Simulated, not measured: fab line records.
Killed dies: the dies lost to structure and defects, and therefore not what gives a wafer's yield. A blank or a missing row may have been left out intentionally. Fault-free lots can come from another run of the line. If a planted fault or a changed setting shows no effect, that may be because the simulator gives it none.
fab line records / flow nand_harc
record: lots: 6 wafers: 18 last_day: 25
route steps=1159 shown P_GATE@205 P_CONTACT@217
lots untouched by any fault: they come from a run of this same line in which no faults occurred
start_h: the number of hours between the record's first day and the start of the first shown wafer of the lot / wait_h: hours since the lot's step before / " same as the row above / L1.1+2: a row that stands for several wafers / - no value, or no start given / * or withheld: withheld / < > ~ a bound
route shown NAME@n: names a module that has steps shown in the file, with the first one's number in the route / usual: mean/standard deviation taken from wafers without a fault / same: alike in all rows / chamber/n: place in a boat / sites: per-site readings / _std_site: the values' standard deviation / _edge_site: inner sites' mean taken away from outer sites' mean / radius_mm: how far each site lies from the wafer's centre / mask NAME#n: copy n / behind: the tool/chamber that last shaped the wafer / hold: why the lot was held/for how many hours/how that ended / device: the transistor (n, p or np) that didn't switch / end of line: the same wafers' tests at the end of the route / where a step has no rows: the recipe by itself / killed: dies that structure and defects cost at the first sort, which is not the same as the wafer's yield / map: a wafer's dies, marking killed ones x, the rest . and places with no die _
set.NAME: the setting as run; set.NAME@STEP: as run at that earlier step / model.NAME: the simulator's own value behind a step, which no gauge read
certain route steps with their lots: each step a table, each wafer a row
services: from which hour (start_h, from the record's first day; less than 0 if before it) a tool's chamber was out of use, for how many hours, and why
== steps ==
step: NHARC_P_GATE_STRIP_95
recipe: power_w: 1500 temp_c: 250 chemistry: O2
usual: drypump_motor_current_A: 5.4/0.35 heater_power_w: 324/35
lot.wafer=L690.4 tool=plasma_asher-02 chamber=1 start_h=126.66 wait_h=0.4 drypump_motor_current_A=5.8 heater_power_w=359 rf_hours_counter_h=-
lot.wafer=L690.3 tool=plasma_asher-02 chamber=0 start_h=126.66 wait_h=0.4 drypump_motor_current_A=5.8 heater_power_w=344 rf_hours_counter_h=-
lot.wafer=L690.5 tool=plasma_asher-02 chamber=1 start_h=126.66 wait_h=0.4 drypump_motor_current_A=5.8 heater_power_w=355 rf_hours_counter_h=-
lot.wafer=L699.3 tool=plasma_asher-01 chamber=0 start_h=189.04 wait_h=0.4 drypump_motor_current_A=5.0 heater_power_w=347 rf_hours_counter_h=-
lot.wafer=L699.4 tool=plasma_asher-01 chamber=1 start_h=189.04 wait_h=0.4 drypump_motor_current_A=5.2 heater_power_w=272 rf_hours_counter_h=-
lot.wafer=L699.5 tool=plasma_asher-01 chamber=0 start_h=189.04 wait_h=0.4 drypump_motor_current_A=5.0 heater_power_w=335 rf_hours_counter_h=-
lot.wafer=L702.3 tool=plasma_asher-02 chamber=0 start_h=197.47 wait_h=0.3 drypump_motor_current_A=5.8 heater_power_w=335 rf_hours_counter_h=-
lot.wafer=L702.6 tool=plasma_asher-02 chamber=1 start_h=197.47 wait_h=0.3 drypump_motor_current_A=5.8 heater_power_w=331 rf_hours_counter_h=-
lot.wafer=L702.5 tool=plasma_asher-02 chamber=0 start_h=197.47 wait_h=0.3 drypump_motor_current_A=5.8 heater_power_w=328 rf_hours_counter_h=-
lot.wafer=L701.2 tool=plasma_asher-01 chamber=1 start_h=199.59 wait_h=0.6 drypump_motor_current_A=5.2 heater_power_w=274 rf_hours_counter_h=33
lot.wafer=L701.3 tool=plasma_asher-01 chamber=1 start_h=199.59 wait_h=0.6 drypump_motor_current_A=5.2 heater_power_w=267 rf_hours_counter_h=-
lot.wafer=L701.5 tool=plasma_asher-01 chamber=0 start_h=199.59 wait_h=0.6 drypump_motor_current_A=5.0 heater_power_w=335 rf_hours_counter_h=-
lot.wafer=L704.1 tool=plasma_asher-01 chamber=0 start_h=214.65 wait_h=0.6 drypump_motor_current_A=5.0 heater_power_w=339 rf_hours_counter_h=39
lot.wafer=L704.2 tool=plasma_asher-01 chamber=1 start_h=214.65 wait_h=0.6 drypump_motor_current_A=5.2 heater_power_w=270 rf_hours_counter_h=39
lot.wafer=L704.5 tool=plasma_asher-01 chamber=1 start_h=214.65 wait_h=0.6 drypump_motor_current_A=5.2 heater_power_w=268 rf_hours_counter_h=-
lot.wafer=L710.1 tool=plasma_asher-02 chamber=0 start_h=238.29 wait_h=0.6 drypump_motor_current_A=5.8 heater_power_w=339 rf_hours_counter_h=15
lot.wafer=L710.3 tool=plasma_asher-02 chamber=0 start_h=238.29 wait_h=0.6 drypump_motor_current_A=5.8 heater_power_w=340 rf_hours_counter_h=-
lot.wafer=L710.6 tool=plasma_asher-02 chamber=1 start_h=238.29 wait_h=0.6 drypump_motor_current_A=5.8 heater_power_w=350 rf_hours_counter_h=-
step: NHARC_P_GATE_STRIP_96
recipe: time_s: 900 temp_c: 130 chemistry: SPM
step: NHARC_P_GATE_RTA_64
recipe: temp_c: 1050 time_s: 1
usual: lamp_power_pct: 29.9/0.71 lamp_zone_1_pct: 29.9/0.71 wafer_temp_C_max: 1055.6/1.3
same: time_s: 1
lot.wafer=L690.3 tool=rtp_anneal-02 chamber=0 start_h=127.27 wait_h=- lamp_power_pct=30.4 lamp_zone_1_pct=30.4 wafer_temp_C_max=1057.1
lot.wafer=L690.4 tool=rtp_anneal-02 chamber=0 start_h=127.27 wait_h=- lamp_power_pct=30.4 lamp_zone_1_pct=30.5 wafer_temp_C_max=1053.8
lot.wafer=L690.5 tool=rtp_anneal-02 chamber=0 start_h=127.27 wait_h=- lamp_power_pct=30.4 lamp_zone_1_pct=30.4 wafer_temp_C_max=1055.3
lot.wafer=L699.3 tool=rtp_anneal-02 chamber=0 start_h=189.65 wait_h=- lamp_power_pct=30.4 lamp_zone_1_pct=30.4 wafer_temp_C_max=1055.8
lot.wafer=L699.4 tool=rtp_anneal-02 chamber=0 start_h=189.65 wait_h=- lamp_power_pct=30.4 lamp_zone_1_pct=30.4 wafer_temp_C_max=1054.6
lot.wafer=L699.5 tool=rtp_anneal-02 chamber=0 start_h=189.65 wait_h=- lamp_power_pct=30.4 lamp_zone_1_pct=30.4 wafer_temp_C_max=1055.3
lot.wafer=L702.3 tool=rtp_anneal-01 chamber=0 start_h=198.07 wait_h=- lamp_power_pct=28.9 lamp_zone_1_pct=29.0 wafer_temp_C_max=1053.9
lot.wafer=L702.5 tool=rtp_anneal-01 chamber=0 start_h=198.07 wait_h=- lamp_power_pct=29.0 lamp_zone_1_pct=28.9 wafer_temp_C_max=1054.1
lot.wafer=L702.6 tool=rtp_anneal-01 chamber=0 start_h=198.07 wait_h=- lamp_power_pct=28.9 lamp_zone_1_pct=29.0 wafer_temp_C_max=1055.1
lot.wafer=L701.2 tool=rtp_anneal-02 chamber=0 start_h=200.19 wait_h=- lamp_power_pct=30.3 lamp_zone_1_pct=30.4 wafer_temp_C_max=1056.3
lot.wafer=L701.3 tool=rtp_anneal-02 chamber=0 start_h=200.19 wait_h=- lamp_power_pct=30.3 lamp_zone_1_pct=30.4 wafer_temp_C_max=1055.5
lot.wafer=L701.5 tool=rtp_anneal-02 chamber=0 start_h=200.19 wait_h=- lamp_power_pct=30.3 lamp_zone_1_pct=30.4 wafer_temp_C_max=1054.6
lot.wafer=L704.1 tool=rtp_anneal-02 chamber=0 start_h=215.21 wait_h=- lamp_power_pct=30.5 lamp_zone_1_pct=30.4 wafer_temp_C_max=1057.6
lot.wafer=L704.2 tool=rtp_anneal-02 chamber=0 start_h=215.21 wait_h=- lamp_power_pct=30.5 lamp_zone_1_pct=30.4 wafer_temp_C_max=1056.3
lot.wafer=L704.5 tool=rtp_anneal-02 chamber=0 start_h=215.21 wait_h=- lamp_power_pct=30.5 lamp_zone_1_pct=30.4 wafer_temp_C_max=1055.3
lot.wafer=L710.1 tool=rtp_anneal-02 chamber=0 start_h=238.90 wait_h=- lamp_power_pct=30.4 lamp_zone_1_pct=30.5 wafer_temp_C_max=1055.7
lot.wafer=L710.3 tool=rtp_anneal-02 chamber=0 start_h=238.90 wait_h=- lamp_power_pct=30.4 lamp_zone_1_pct=30.4 wafer_temp_C_max=1056.4
lot.wafer=L710.6 tool=rtp_anneal-02 chamber=0 start_h=238.90 wait_h=- lamp_power_pct=30.4 lamp_zone_1_pct=30.4 wafer_temp_C_max=1056.7
step: NHARC_P_GATE_ETCH_77
recipe: target_depth_a: 60 chemistry: dHF material: SiO2
step: NHARC_P_GATE_DEGAS_109
recipe: temp_c: 300 time_s: 60
usual: heater_power_w: 457/34
same: time_s: 60
lot.wafer=L690.4 tool=pvd_sputter-01 chamber=- start_h=127.51 wait_h=0.1 heater_power_w=404
lot.wafer=L690.3 tool=pvd_sputter-01 chamber=- start_h=127.51 wait_h=0.1 heater_power_w=469
lot.wafer=L690.5 tool=pvd_sputter-01 chamber=- start_h=127.51 wait_h=0.1 heater_power_w=448
lot.wafer=L699.4 tool=pvd_sputter-02 chamber=- start_h=189.91 wait_h=0.1 heater_power_w=513
lot.wafer=L699.3 tool=pvd_sputter-02 chamber=- start_h=189.91 wait_h=0.1 heater_power_w=402
lot.wafer=L699.5 tool=pvd_sputter-02 chamber=- start_h=189.91 wait_h=0.1 heater_power_w=404
lot.wafer=L702.3 tool=pvd_sputter-02 chamber=- start_h=198.33 wait_h=0.1 heater_power_w=527
lot.wafer=L702.6 tool=pvd_sputter-02 chamber=- start_h=198.33 wait_h=0.1 heater_power_w=412
lot.wafer=L702.5 tool=pvd_sputter-02 chamber=- start_h=198.33 wait_h=0.1 heater_power_w=501
lot.wafer=L701.3 tool=pvd_sputter-01 chamber=- start_h=200.47 wait_h=0.1 heater_power_w=500
lot.wafer=L701.2 tool=pvd_sputter-01 chamber=- start_h=200.47 wait_h=0.1 heater_power_w=427
lot.wafer=L701.5 tool=pvd_sputter-01 chamber=- start_h=200.47 wait_h=0.1 heater_power_w=456
lot.wafer=L704.1 tool=pvd_sputter-01 chamber=- start_h=215.52 wait_h=0.1 heater_power_w=499
lot.wafer=L704.2 tool=pvd_sputter-01 chamber=- start_h=215.52 wait_h=0.1 heater_power_w=477
lot.wafer=L704.5 tool=pvd_sputter-01 chamber=- start_h=215.52 wait_h=0.1 heater_power_w=505
lot.wafer=L710.3 tool=pvd_sputter-02 chamber=- start_h=239.25 wait_h=0.1 heater_power_w=487
lot.wafer=L710.1 tool=pvd_sputter-02 chamber=- start_h=239.25 wait_h=0.1 heater_power_w=477
lot.wafer=L710.6 tool=pvd_sputter-02 chamber=- start_h=239.25 wait_h=0.1 heater_power_w=418
step: NHARC_P_GATE_PRE_CLEAN_110
recipe: time_s: 30 bias_v: 200 gas: Ar
step: NHARC_P_GATE_SPUTTER_78
recipe: target_thk_a: 100 material: Ni
step: NHARC_P_GATE_SPUTTER_79
recipe: target_thk_a: 100 material: TiN
step: NHARC_P_GATE_RTA_80
recipe: temp_c: 300 time_s: 30
usual: wafer_temp_C_max: 301.5/0.41
same: time_s: 30
lot.wafer=L690.3 tool=rtp_anneal-02 chamber=0 start_h=127.89 wait_h=- wafer_temp_C_max=301.5
lot.wafer=L690.4 tool=rtp_anneal-02 chamber=0 start_h=127.89 wait_h=- wafer_temp_C_max=301.5
lot.wafer=L690.5 tool=rtp_anneal-02 chamber=0 start_h=127.89 wait_h=- wafer_temp_C_max=301.5
lot.wafer=L699.3 tool=rtp_anneal-02 chamber=0 start_h=190.25 wait_h=- wafer_temp_C_max=301.8
lot.wafer=L699.4 tool=rtp_anneal-02 chamber=0 start_h=190.25 wait_h=- wafer_temp_C_max=301.7
lot.wafer=L699.5 tool=rtp_anneal-02 chamber=0 start_h=190.25 wait_h=- wafer_temp_C_max=301.9
lot.wafer=L702.3 tool=rtp_anneal-01 chamber=0 start_h=198.67 wait_h=- wafer_temp_C_max=300.7
lot.wafer=L702.5 tool=rtp_anneal-01 chamber=0 start_h=198.67 wait_h=- wafer_temp_C_max=300.6
lot.wafer=L702.6 tool=rtp_anneal-01 chamber=0 start_h=198.67 wait_h=- wafer_temp_C_max=301.0
lot.wafer=L701.2 tool=rtp_anneal-01 chamber=0 start_h=200.81 wait_h=- wafer_temp_C_max=301.5
lot.wafer=L701.3 tool=rtp_anneal-01 chamber=0 start_h=200.81 wait_h=- wafer_temp_C_max=301.6
lot.wafer=L701.5 tool=rtp_anneal-01 chamber=0 start_h=200.81 wait_h=- wafer_temp_C_max=301.6
lot.wafer=L704.1 tool=rtp_anneal-01 chamber=0 start_h=215.95 wait_h=- wafer_temp_C_max=300.8
lot.wafer=L704.2 tool=rtp_anneal-01 chamber=0 start_h=215.95 wait_h=- wafer_temp_C_max=301.4
lot.wafer=L704.5 tool=rtp_anneal-01 chamber=0 start_h=215.95 wait_h=- wafer_temp_C_max=300.9
lot.wafer=L710.1 tool=rtp_anneal-02 chamber=0 start_h=239.54 wait_h=- wafer_temp_C_max=301.6
lot.wafer=L710.3 tool=rtp_anneal-02 chamber=0 start_h=239.54 wait_h=- wafer_temp_C_max=301.7
lot.wafer=L710.6 tool=rtp_anneal-02 chamber=0 start_h=239.54 wait_h=- wafer_temp_C_max=301.5
step: NHARC_P_GATE_STRIP_67
recipe: time_s: 600 temp_c: 130 chemistry: SPM
step: NHARC_P_GATE_RTA_82
recipe: temp_c: 450 time_s: 30
step: NHARC_P_GATE_INSPECT_68
usual: raw_defect_count: 195/66
lot.wafer=L690.3 tool=defect_inspect-02 chamber=- start_h=128.52 wait_h=0.1 raw_defect_count=202
lot.wafer=L690.4 tool=defect_inspect-02 chamber=- start_h=128.52 wait_h=0.1 raw_defect_count=165
lot.wafer=L690.5 tool=defect_inspect-02 chamber=- start_h=128.52 wait_h=0.1 raw_defect_count=223
lot.wafer=L699.3 tool=defect_inspect-01 chamber=- start_h=190.86 wait_h=0.1 raw_defect_count=200
lot.wafer=L699.4 tool=defect_inspect-01 chamber=- start_h=190.86 wait_h=0.1 raw_defect_count=237
lot.wafer=L699.5 tool=defect_inspect-01 chamber=- start_h=190.86 wait_h=0.1 raw_defect_count=166
lot.wafer=L702.3 tool=defect_inspect-01 chamber=- start_h=199.27 wait_h=0.1 raw_defect_count=252
lot.wafer=L702.5 tool=defect_inspect-01 chamber=- start_h=199.27 wait_h=0.1 raw_defect_count=124
lot.wafer=L702.6 tool=defect_inspect-01 chamber=- start_h=199.27 wait_h=0.1 raw_defect_count=156
lot.wafer=L701.2 tool=defect_inspect-01 chamber=- start_h=201.44 wait_h=0.1 raw_defect_count=159
lot.wafer=L701.3 tool=defect_inspect-01 chamber=- start_h=201.44 wait_h=0.1 raw_defect_count=212
lot.wafer=L701.5 tool=defect_inspect-01 chamber=- start_h=201.44 wait_h=0.1 raw_defect_count=241
lot.wafer=L704.1 tool=defect_inspect-01 chamber=- start_h=216.61 wait_h=0.2 raw_defect_count=182
lot.wafer=L704.2 tool=defect_inspect-01 chamber=- start_h=216.61 wait_h=0.2 raw_defect_count=256
lot.wafer=L704.5 tool=defect_inspect-01 chamber=- start_h=216.61 wait_h=0.2 raw_defect_count=113
lot.wafer=L710.1 tool=defect_inspect-01 chamber=- start_h=240.21 wait_h=0.2 raw_defect_count=200
lot.wafer=L710.3 tool=defect_inspect-01 chamber=- start_h=240.21 wait_h=0.2 raw_defect_count=194
lot.wafer=L710.6 tool=defect_inspect-01 chamber=- start_h=240.21 wait_h=0.2 raw_defect_count=244
step: NHARC_P_CONTACT_DEP_30
recipe: target_thk_a: 300 temp_c: 400 target_thk_nm: 30 flow_sccm: 200 rf_w: 450 material: SiNx
usual: heater_power_outer_w: 432/60 heater_power_w: 728/87
lot.wafer=L690.3 tool=pecvd-01 chamber=1 start_h=128.72 wait_h=0.2 heater_power_outer_w=357 heater_power_w=563
lot.wafer=L690.4 tool=pecvd-01 chamber=0 start_h=128.72 wait_h=0.2 heater_power_outer_w=332 heater_power_w=666
lot.wafer=L690.5 tool=pecvd-01 chamber=1 start_h=128.72 wait_h=0.2 heater_power_outer_w=356 heater_power_w=573
lot.wafer=L699.3 tool=pecvd-03 chamber=1 start_h=190.92 wait_h=0.1 heater_power_outer_w=- heater_power_w=-
lot.wafer=L699.4 tool=pecvd-03 chamber=1 start_h=190.92 wait_h=0.1 heater_power_outer_w=- heater_power_w=-
lot.wafer=L699.5 tool=pecvd-03 chamber=2 start_h=190.92 wait_h=0.1 heater_power_outer_w=- heater_power_w=-
lot.wafer=L702.3 tool=pecvd-03 chamber=1 start_h=199.41 wait_h=0.1 heater_power_outer_w=321 heater_power_w=552
lot.wafer=L702.6 tool=pecvd-03 chamber=0 start_h=199.41 wait_h=0.1 heater_power_outer_w=471 heater_power_w=735
lot.wafer=L702.5 tool=pecvd-03 chamber=1 start_h=199.41 wait_h=0.1 heater_power_outer_w=312 heater_power_w=562
lot.wafer=L701.3 tool=pecvd-02 chamber=2 start_h=201.51 wait_h=0.1 heater_power_outer_w=- heater_power_w=-
lot.wafer=L701.2 tool=pecvd-02 chamber=1 start_h=201.51 wait_h=0.1 heater_power_outer_w=- heater_power_w=-
lot.wafer=L701.5 tool=pecvd-02 chamber=0 start_h=201.51 wait_h=0.1 heater_power_outer_w=- heater_power_w=-
lot.wafer=L704.1 tool=pecvd-01 chamber=2 start_h=216.68 wait_h=0.1 heater_power_outer_w=495 heater_power_w=844
lot.wafer=L704.2 tool=pecvd-01 chamber=0 start_h=216.68 wait_h=0.1 heater_power_outer_w=408 heater_power_w=759
lot.wafer=L704.5 tool=pecvd-01 chamber=1 start_h=216.68 wait_h=0.1 heater_power_outer_w=426 heater_power_w=624
lot.wafer=L710.3 tool=pecvd-02 chamber=1 start_h=240.31 wait_h=0.1 heater_power_outer_w=418 heater_power_w=679
lot.wafer=L710.1 tool=pecvd-02 chamber=2 start_h=240.31 wait_h=0.1 heater_power_outer_w=396 heater_power_w=682
lot.wafer=L710.6 tool=pecvd-02 chamber=2 start_h=240.31 wait_h=0.1 heater_power_outer_w=397 heater_power_w=692
step: NHARC_P_CONTACT_DEP_00
recipe: target_thk_a: 5000 temp_c: 400 pressure_torr: 6.5 rf_w: 900 teos_flow_sccm: 161.4 flow_sccm: 2650 target_thk_nm: 500 gas: O2 material: SiO2
usual: chamber_pressure_Torr: 6.499/0.014 heater_power_outer_w: 304/59 heater_power_w: 558/90 throttle_valve_pct: 15.6/0.42
lot.wafer=L690.3 tool=pecvd-01 chamber=1 start_h=- wait_h=- chamber_pressure_Torr=6.504 heater_power_outer_w=243 heater_power_w=402 throttle_valve_pct=15.5
lot.wafer=L690.4 tool=pecvd-01 chamber=0 start_h=- wait_h=- chamber_pressure_Torr=6.498 heater_power_outer_w=275 heater_power_w=583 throttle_valve_pct=15.9
lot.wafer=L690.5 tool=pecvd-01 chamber=1 start_h=- wait_h=- chamber_pressure_Torr=6.525 heater_power_outer_w=261 heater_power_w=449 throttle_valve_pct=15.7
lot.wafer=L699.3 tool=pecvd-03 chamber=1 start_h=191.15 wait_h=0.2 chamber_pressure_Torr=6.496 heater_power_outer_w=264 heater_power_w=489 throttle_valve_pct=15.3
lot.wafer=L699.4 tool=pecvd-03 chamber=1 start_h=191.15 wait_h=0.2 chamber_pressure_Torr=6.487 heater_power_outer_w=270 heater_power_w=498 throttle_valve_pct=15.2
lot.wafer=L699.5 tool=pecvd-03 chamber=2 start_h=191.15 wait_h=0.2 chamber_pressure_Torr=6.519 heater_power_outer_w=336 heater_power_w=643 throttle_valve_pct=15.3
lot.wafer=L702.3 tool=pecvd-03 chamber=1 start_h=- wait_h=- chamber_pressure_Torr=6.498 heater_power_outer_w=242 heater_power_w=453 throttle_valve_pct=15.1
lot.wafer=L702.6 tool=pecvd-03 chamber=0 start_h=- wait_h=- chamber_pressure_Torr=6.496 heater_power_outer_w=383 heater_power_w=640 throttle_valve_pct=15.2
lot.wafer=L702.5 tool=pecvd-03 chamber=1 start_h=- wait_h=- chamber_pressure_Torr=6.493 heater_power_outer_w=254 heater_power_w=480 throttle_valve_pct=15.1
lot.wafer=L701.3 tool=pecvd-02 chamber=2 start_h=201.74 wait_h=0.2 chamber_pressure_Torr=6.528 heater_power_outer_w=288 heater_power_w=547 throttle_valve_pct=15.0
lot.wafer=L701.2 tool=pecvd-02 chamber=1 start_h=201.74 wait_h=0.2 chamber_pressure_Torr=6.498 heater_power_outer_w=300 heater_power_w=543 throttle_valve_pct=15.3
lot.wafer=L701.5 tool=pecvd-02 chamber=0 start_h=201.74 wait_h=0.2 chamber_pressure_Torr=6.503 heater_power_outer_w=399 heater_power_w=694 throttle_valve_pct=15.8
lot.wafer=L704.1 tool=pecvd-01 chamber=2 start_h=- wait_h=- chamber_pressure_Torr=6.503 heater_power_outer_w=323 heater_power_w=629 throttle_valve_pct=15.8
lot.wafer=L704.2 tool=pecvd-01 chamber=0 start_h=- wait_h=- chamber_pressure_Torr=6.495 heater_power_outer_w=306 heater_power_w=616 throttle_valve_pct=16.1
lot.wafer=L704.5 tool=pecvd-01 chamber=1 start_h=- wait_h=- chamber_pressure_Torr=6.491 heater_power_outer_w=242 heater_power_w=422 throttle_valve_pct=15.5
lot.wafer=L710.3 tool=pecvd-02 chamber=1 start_h=- wait_h=- chamber_pressure_Torr=6.481 heater_power_outer_w=289 heater_power_w=530 throttle_valve_pct=15.2
lot.wafer=L710.1 tool=pecvd-02 chamber=2 start_h=- wait_h=- chamber_pressure_Torr=6.471 heater_power_outer_w=213 heater_power_w=439 throttle_valve_pct=15.6
lot.wafer=L710.6 tool=pecvd-02 chamber=2 start_h=- wait_h=- chamber_pressure_Torr=6.509 heater_power_outer_w=234 heater_power_w=462 throttle_valve_pct=15.3
== services ==
tool=plasma_asher-01 chamber=- start_h=109.28 hours=1.0 kind=repair
tool=pecvd-03 chamber=- start_h=111.00 hours=13.0 kind=pm
tool=pecvd-03 chamber=0 start_h=111.00 hours=13.0 kind=vent_cycle
tool=pecvd-03 chamber=1 start_h=111.00 hours=13.0 kind=vent_cycle
tool=pecvd-03 chamber=2 start_h=111.00 hours=13.0 kind=vent_cycle
tool=pecvd-03 chamber=0 start_h=124.00 hours=- kind=clean
tool=pecvd-03 chamber=1 start_h=124.00 hours=- kind=clean
tool=pecvd-03 chamber=2 start_h=124.00 hours=- kind=clean
tool=pecvd-03 chamber=- start_h=128.14 hours=0.6 kind=repair
tool=pecvd-02 chamber=1 start_h=146.29 hours=48.7 kind=repair
tool=pecvd-02 chamber=- start_h=153.00 hours=13.0 kind=pm
tool=pecvd-02 chamber=0 start_h=153.00 hours=13.0 kind=vent_cycle
tool=pecvd-02 chamber=2 start_h=153.00 hours=13.0 kind=vent_cycle
tool=pvd_sputter-01 chamber=- start_h=158.00 hours=10.0 kind=pm
tool=pecvd-02 chamber=0 start_h=166.00 hours=- kind=clean
tool=pecvd-02 chamber=2 start_h=166.00 hours=- kind=clean
tool=pecvd-02 chamber=- start_h=166.20 hours=3.0 kind=repair
tool=plasma_asher-02 chamber=- start_h=183.00 hours=9.0 kind=pm
tool=pecvd-01 chamber=- start_h=185.65 hours=0.9 kind=repair
tool=pecvd-01 chamber=- start_h=186.91 hours=2.0 kind=repair
tool=pecvd-03 chamber=- start_h=188.72 hours=0.6 kind=repair
tool=pvd_sputter-02 chamber=- start_h=214.00 hours=10.0 kind=pm
tool=pecvd-01 chamber=- start_h=237.21 hours=13.0 kind=pm
tool=pecvd-01 chamber=0 start_h=237.21 hours=13.0 kind=vent_cycle
== key ==
first_sign: step: NHARC_P_CONTACT_DEP_30 reading: tool_record direction: missing
effect none on later readings
met_at NHARC_P_CONTACT_DEP_30
struck_wafers L699.3,L699.4,L699.5,L701.2,L701.3,L701.5
sort_left_out L699.3,L699.4,L699.5,L701.2,L701.3,L701.5
tester_left_out L699,L701
fault: kind: skipped_step_whole tool: pecvd-02,pecvd-03 chamber: - onset_h: 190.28 steps: NHARC_P_CONTACT_DEP_30 scope: struck_lots_only
tester_left_out: of these lots the tester's yield and bins aren't shown, on N5 and GAA mostly nor the transistor test; their killed dies are dies lost to structure and defects alone, not to doping, threshold or leakage, so they don't give the yield
sort_left_out: the simulated sort isn't trusted on such a fault, so these wafers' sort isn't shown, and their yield isn't known
